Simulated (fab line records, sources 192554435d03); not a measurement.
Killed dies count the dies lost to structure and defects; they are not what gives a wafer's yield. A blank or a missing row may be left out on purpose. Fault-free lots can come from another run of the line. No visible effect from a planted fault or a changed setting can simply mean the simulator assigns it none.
Which of the tools did it? + flow n5Finfet + 28 wafers from 10 lots sampled at 7 of the route's 1938 steps

## WHAT EACH GAUGE READ, for each wafer
N5_SD_EPI_P_INSPECT_26: inspects for defects (darkfield). Usual: rawDefectCount reads 186 (standard deviation 38).
| lot  | measured    | on               | rawDefectCount | flag |
|------|-------------|------------------|----------------|------|
| L518 | day 3 15:56 | defectInspect-01 | 201 185 238    |      |
| L520 | day 4 03:00 | defectInspect-02 | 176 212 206    |      |
| L522 | day 4 16:26 | defectInspect-02 | 148 131 221    |      |
| L523 | day 4 19:15 | defectInspect-02 | 152 144 157    |      |
| L529 | day 6 14:26 | defectInspect-01 | 588 496 482    | OFF  |
| L531 | day 6 23:18 | defectInspect-02 | 527 556 545    | OFF  |
| L533 | day 7 11:49 | defectInspect-02 | 177 170 186    |      |
| L536 | day 8 06:56 | defectInspect-02 | 208 281 237    |      |
| L538 | day 8 16:37 | defectInspect-01 | 204 196        |      |
| L539 | day 8 23:19 | defectInspect-02 | 129 147        |      |

N5_SD_ACTIVATION_INSPECT_02: inspects for defects (darkfield). Usual: rawDefectCount reads 187 (standard deviation 38).
| lot  | measured    | on               | rawDefectCount | flag |
|------|-------------|------------------|----------------|------|
| L518 | day 3 16:55 | defectInspect-01 | 198 184 237    |      |
| L520 | day 4 03:58 | defectInspect-02 | 159 195 208    |      |
| L522 | day 4 17:11 | defectInspect-01 | 148 140 235    |      |
| L523 | day 4 20:11 | defectInspect-02 | 137 145 138    |      |
| L529 | day 6 15:11 | defectInspect-02 | 570 462 466    | OFF  |
| L531 | day 7 00:03 | defectInspect-02 | 532 557 555    | OFF  |
| L533 | day 7 12:38 | defectInspect-02 | 172 180 193    |      |
| L536 | day 8 07:42 | defectInspect-01 | 202 260 265    |      |
| L538 | day 8 17:22 | defectInspect-02 | 198 191        |      |
| L539 | day 9 00:04 | defectInspect-01 | 124 150        |      |

N5_BEOL_M4_RC_MEAS_101. Usual: DIBL_N 36.2 mV/V, standard deviation 2.2; DIBL_P 36.5 mV/V, standard deviation 3; IOFF_N 0.16 nA/um, standard deviation 0.039; IOFF_P 0.22 nA/um, standard deviation 0.047; ION_N 675 uA/um, standard deviation 15; ION_P 463 uA/um, standard deviation 10; SS_N 71.6 mV/dec, standard deviation 0.71; SS_P 73.4 mV/dec, standard deviation 0.94; VT_N 250 mV, standard deviation 3.6; VT_P -250 mV, standard deviation 3.9.
| lot  | measured     | on        | DIBL_N (mV/V)  | DIBL_P (mV/V)  | IOFF_N (nA/um) | IOFF_P (nA/um) | ION_N (uA/um) | ION_P (uA/um) | SS_N (mV/dec)  | SS_P (mV/dec)  | VT_N (mV)   | VT_P (mV)      | flag |
|------|--------------|-----------|----------------|----------------|----------------|----------------|---------------|---------------|----------------|----------------|-------------|----------------|------|
| L518 | day 7 23:32  | prober-01 | 36.4 34.3 34.3 | 33.6 31.7 31.1 | 0.14 0.12 0.12 | 0.17 0.16 0.14 | 661 666 654   | 450 458 450   | 71.7 71.3 71.8 | 72.8 72.0 72.2 | 251 249 251 | -255 -254 -253 |      |
| L520 | day 8 07:55  | prober-02 | 35.7 41.1 35.3 | 35.8 42.1 35.4 | 0.14 0.26 0.14 | 0.18 0.29 0.18 | 669 694 658   | 452 470 455   | 71.3 73.5 71.3 | 74.0 75.4 73.2 | 251 245 252 | -253 -249 -255 |      |
| L522 | day 8 21:22  | prober-01 | 38.5 35.3 37.7 | 39.0 35.3 37.4 | 0.20 0.14 0.18 | 0.28 0.23 0.25 | 687 662 690   | 476 462 473   | 72.4 70.6 71.3 | 73.7 73.4 72.9 | 247 249 246 | -245 -245 -245 |      |
| L523 | day 9 08:58  | prober-02 | 35.2 34.7 38.8 | 36.0 34.5 40.0 | 0.16 0.15 0.24 | 0.22 0.19 0.31 | 676 674 690   | 464 457 474   | 71.9 71.3 73.3 | 74.0 73.0 75.5 | 249 250 243 | -249 -249 -246 |      |
| L529 | day 11 08:35 | prober-02 | 37.4 36.6 35.1 | 38.3 35.0 35.2 | 0.19 0.16 0.15 | 0.28 0.21 0.21 | 672 664 671   | 466 459 469   | 72.0 71.3 71.8 | 74.1 73.4 73.5 | 249 251 251 | -246 -250 -249 |      |
| L531 | day 11 16:50 | prober-01 | 38.2 35.4 34.8 | 38.9 36.4 36.2 | 0.18 0.13 0.15 | 0.21 0.17 0.19 | 669 667 698   | 458 461 475   | 71.9 71.2 70.6 | 74.2 73.1 73.2 | 249 253 248 | -252 -256 -252 |      |
| L533 | day 12 08:26 | prober-02 | 36.4 36.7 33.9 | 37.1 37.5 33.5 | 0.15 0.15 0.12 | 0.20 0.21 0.16 | 681 680 657   | 471 474 453   | 71.8 71.8 70.7 | 73.2 73.5 72.0 | 253 252 254 | -250 -250 -253 |      |
| L536 | day 13 01:37 | prober-02 | 32.2 35.6 36.5 | 32.2 35.7 37.0 | 0.12 0.16 0.18 | 0.19 0.24 0.29 | 669 678 686   | 476 466 475   | 70.6 71.2 71.6 | 71.6 72.7 73.8 | 251 248 244 | -247 -244 -240 |      |
| L538 | day 13 01:31 | prober-01 | 37.0 37.9      | 38.9 40.3      | 0.16 0.17      | 0.22 0.23      | 673 672       | 455 460       | 71.2 72.0      | 73.2 73.9      | 251 251     | -252 -250      |      |
| L539 | day 14 05:14 | prober-02 | 42.3 34.6      | 42.9 33.3      | 0.26 0.12      | 0.34 0.16      | 684 661       | 467 457       | 72.5 70.7      | 76.7 73.3      | 247 254     | -246 -255      |      |

## EACH LOT AND THE TOOL THAT RAN IT (in order: tool; ch and the chambers of the sampled wafers; start)
| lot  | N5_SD_EPI_N_LINER_46            | N5_SD_EPI_P_STRIP_40               | N5_SD_EPI_P_VAPOR_ETCH_44     | N5_ILD0_ALD_15                  |
|------|---------------------------------|------------------------------------|-------------------------------|---------------------------------|
| L518 | aldSin-03 ch 1,2,3, day 3 10:20 | plasmaAsher-01 ch 0,1, day 3 12:13 | epiRpcvd-04 ch 0, day 3 12:40 | aldSin-02 ch 0,2,3, day 3 20:41 |
| L520 | aldSin-03 ch 2,3, day 3 22:32   | plasmaAsher-02 ch 0,1, day 4 00:08 | epiRpcvd-02 ch 0, day 4 00:30 | aldSin-04 ch 1,2, day 4 07:43   |
| L522 | aldSin-03 ch 0,2,3, day 4 11:16 | plasmaAsher-01 ch 0,1, day 4 12:43 | epiRpcvd-04 ch 0, day 4 13:09 | aldSin-04 ch 0,1,3, day 4 22:17 |
| L523 | aldSin-03 ch 1,2,3, day 4 14:47 | plasmaAsher-02 ch 0,1, day 4 16:22 | epiRpcvd-02 ch 0, day 4 16:44 | aldSin-02 ch 0,1,2, day 5 00:25 |
| L529 | aldSin-04 ch 0,3, day 6 08:55   | plasmaAsher-01 ch 0,1, day 6 10:42 | epiRpcvd-04 ch 0, day 6 11:11 | aldSin-02 ch 0,1,3, day 6 19:03 |
| L531 | aldSin-01 ch 0,1,3, day 6 17:58 | plasmaAsher-02 ch 0,1, day 6 19:32 | epiRpcvd-04 ch 0, day 6 19:58 | aldSin-01 ch 0,2, day 7 04:01   |
| L533 | aldSin-01 ch 0,2,3, day 7 06:20 | plasmaAsher-02 ch 0,1, day 7 08:04 | epiRpcvd-01 ch 0, day 7 08:34 | aldSin-02 ch 0,2,3, day 7 16:23 |
| L536 | aldSin-04 ch 1,2, day 8 01:16   | plasmaAsher-02 ch 0,1, day 8 04:03 | epiRpcvd-02 ch 0, day 8 04:23 | aldSin-01 ch 1,2,3, day 8 11:26 |
| L538 | aldSin-04 ch 2,3, day 8 12:03   | plasmaAsher-01 ch 1, day 8 13:45   | epiRpcvd-01 ch 0, day 8 14:10 | aldSin-01 ch 2,3, day 8 22:08   |
| L539 | aldSin-01 ch 1,2, day 8 18:52   | plasmaAsher-01 ch 1, day 8 20:26   | epiRpcvd-02 ch 0, day 8 20:46 | aldSin-02 ch 1,3, day 9 03:49   |
- N5_SD_EPI_N_LINER_46: material SiNx, target thk 3 nm.
- N5_SD_EPI_P_STRIP_40: strips in N2/H2.
- N5_SD_EPI_P_VAPOR_ETCH_44: etches SiGe30 in NF3/Ar, time 3.3 s.
- N5_ILD0_ALD_15: deposits SiNx, target thk 24 nm, pulse time 1 s, ald cycles 480.

## AS READ BY THE TOOLS THEMSELVES (means over the sampled wafers that have a number; for cases with no such wafer, the mark the record gives instead)
N5_SD_EPI_N_LINER_46. Usual: heaterPowerW reads 826 W (standard deviation 95).
| lot  | tool      | heaterPowerW (W) | flag |
|------|-----------|------------------|------|
| L518 | aldSin-03 | 816              |      |
| L520 | aldSin-03 | 842              |      |
| L522 | aldSin-03 | 792              |      |
| L523 | aldSin-03 | 812              |      |
| L529 | aldSin-04 | 846              |      |
| L531 | aldSin-01 | 861              |      |
| L533 | aldSin-01 | 929              |      |
| L536 | aldSin-04 | 952              |      |
| L538 | aldSin-04 | 838              |      |
| L539 | aldSin-01 | 828              |      |

N5_SD_EPI_P_STRIP_40. Usual: drypumpMotorCurrentA 6.0 A, standard deviation 0.56; heaterPowerW 330 W, standard deviation 14; oesProductAu 0.761 a.u., standard deviation 0.011.
| lot  | tool           | drypumpMotorCurrentA (A) | heaterPowerW (W) | oesProductAu (a.u.) | flag |
|------|----------------|--------------------------|------------------|---------------------|------|
| L518 | plasmaAsher-01 | 6.3                      | 341              | 0.757               |      |
| L520 | plasmaAsher-02 | 6.0                      | 324              | 0.765               |      |
| L522 | plasmaAsher-01 | 6.2                      | 332              | 0.757               |      |
| L523 | plasmaAsher-02 | 6.0                      | 318              | 0.769               |      |
| L529 | plasmaAsher-01 | 6.2                      | 332              | 0.765               |      |
| L531 | plasmaAsher-02 | 5.6                      | 327              | 0.757               |      |
| L533 | plasmaAsher-02 | 5.6                      | 324              | 0.770               |      |
| L536 | plasmaAsher-02 | 5.6                      | 329              | 0.761               |      |
| L538 | plasmaAsher-01 | 6.1                      | 322              | 0.754               |      |
| L539 | plasmaAsher-01 | 6.1                      | 330              | 0.752               |      |

N5_ILD0_ALD_15. Usual: heaterPowerW 859 W, standard deviation 130; precursorPulseHeightRel 1.002, standard deviation 0.02.
| lot  | tool      | heaterPowerW (W) | precursorPulseHeightRel | flag |
|------|-----------|------------------|-------------------------|------|
| L518 | aldSin-02 | 839              | 1.008                   |      |
| L520 | aldSin-04 | 938              | 1.017                   |      |
| L522 | aldSin-04 | 902              | 1.004                   |      |
| L523 | aldSin-02 | 895              | 0.985                   |      |
| L529 | aldSin-02 | 931              | 1.013                   |      |
| L531 | aldSin-01 | 932              | 1.001                   |      |
| L533 | aldSin-02 | 833              | 1.003                   |      |
| L536 | aldSin-01 | 867              | 1.003                   |      |
| L538 | aldSin-01 | 952              | 0.996                   |      |
| L539 | aldSin-02 | 828              | 1.027                   |      |

## THE ANSWER, worked out from the rows above alone
Rule: take the mean of a lot's wafers that have a number; if it is more than 3 standard deviations from the usual mean, the lot is off. Also off: a lot with no number at a reading for which 4 or more lots have one. The other lots that the step has rows for count as sound. First the gauges in route order, then the tools' own readings, where a lot's mean is used as printed above. At the first step where some lot is off, the reading lying furthest off is the one used; lots without a number count as furthest.
Off: L529, L531 (N5_SD_EPI_P_INSPECT_26, rawDefectCount).
If a tool, at a process step before that reading, ran all the lots that are off and no sound lot after the first of them, it fits. Those tools and the gauges at N5_SD_EPI_P_INSPECT_26 are tried in the same way. One fits: N5_SD_EPI_P_VAPOR_ETCH_44 on epiRpcvd-04. A fault onset in the window from L522 (day 4 13:09, its last sound lot) to L529 (day 6 11:11, its first lot off) fits.

## WHAT THE SIMULATOR PUT IN
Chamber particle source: epiRpcvd-04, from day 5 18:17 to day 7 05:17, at N5_SD_EPI_P_VAPOR_ETCH_44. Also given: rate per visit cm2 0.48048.
Shown lots that were struck: L529, L531. The rule given above showed the same thing.
